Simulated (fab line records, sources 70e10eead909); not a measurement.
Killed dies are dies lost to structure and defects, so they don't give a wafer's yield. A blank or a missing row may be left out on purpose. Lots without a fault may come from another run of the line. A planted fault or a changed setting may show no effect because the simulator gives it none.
Chamber matching | flow nand_harc | NHARC_P_ZERO_WELL_DESCUM_54 on rie_diel-05: 4 sister chambers
The step chemistry O2, time 3 s. 14 wafers are shown with their chamber, then 7 later ones without.

WAFERS WITH THEIR CHAMBER
wafer  | chamber | oes_product_au (a.u.) | throttle_valve_pct (%) | rf_vpp_V (V)
L076.1 | 3       | 1.000                 | 11.317                 | 59.3
L076.5 | 1       | 1.004                 | 11.316                 | 58.3
L076.6 | 0       | 1.010                 | 11.320                 | 58.2
L077.1 | 2       | 1.001                 | 11.318                 | 57.9
L077.3 | 0       | 1.023                 | 11.318                 | 58.3
L077.6 | 2       | 1.007                 | 11.313                 | 57.9
L080.1 | 2       | 1.004                 | 11.307                 | 57.4
L080.5 | 1       | 0.991                 | 11.314                 | 57.7
L080.6 | 0       | 1.023                 | 11.314                 | 57.0
L082.2 | 2       | 1.000                 | 11.308                 | 58.4
L082.3 | 0       | 1.006                 | 11.304                 | 58.3
L082.5 | 0       | 1.006                 | 11.296                 | 58.8
L083.2 | 1       | 0.992                 | 11.299                 | 57.1
L083.3 | 3       | 1.008                 | 11.317                 | 57.5

SIGNATURES (means of the wafers above)
reading            | chamber 0 | chamber 1 | chamber 2 | chamber 3 | scatter within a chamber
oes_product_au     | 1.01360   | 0.99567   | 1.00300   | 1.00400   | 0.00687
throttle_valve_pct | 11.31040  | 11.30967  | 11.31150  | 11.31700  | 0.00813
rf_vpp_V           | 58.120    | 57.700    | 57.900    | 58.400    | 0.68
Rule: a wafer's distance from a chamber is the root of the sum, over the readings, of the square of ((its reading less the chamber's mean) divided by the reading's scatter). The wafer belongs to the nearest chamber; if the next one is less than 2 further off, it can't be placed. The scatter: the root of (the sum of the squares of (reading less its chamber's mean) over the shown wafers, divided by (wafers less chambers)).

WAFERS WITHOUT THEIR CHAMBER
wafer  | oes_product_au (a.u.) | throttle_valve_pct (%) | rf_vpp_V (V)
L083.5 | 1.013                 | 11.299                 | 57.4
L088.3 | 1.002                 | 11.316                 | 56.3
L088.5 | 0.994                 | 11.311                 | 56.7
L088.6 | 0.991                 | 11.312                 | 58.5
L092.2 | 0.991                 | 11.291                 | 57.8
L092.4 | 1.008                 | 11.317                 | 58.6
L092.5 | 0.998                 | 11.302                 | 59.6

WHICH CHAMBER EACH WENT THROUGH
wafer  | from the rows above               | in truth
L083.5 | can't be placed: 0 or 2 or 1 or 3 | 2
L088.3 | can't be placed: 1 or 2 or 3 or 0 | 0
L088.5 | can't be placed: 1 or 2 or 3      | 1
L088.6 | can't be placed: 1 or 2 or 3 or 0 | 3
L092.2 | can't be placed: 1 or 2 or 3 or 0 | 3
L092.4 | can't be placed: 3 or 0 or 2 or 1 | 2
L092.5 | can't be placed: 3 or 2 or 1 or 0 | 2
Placed correctly: 0 of 7. Can't be placed from these rows: 7 (the true chamber is among the candidates in 7). Placed wrongly: 0.
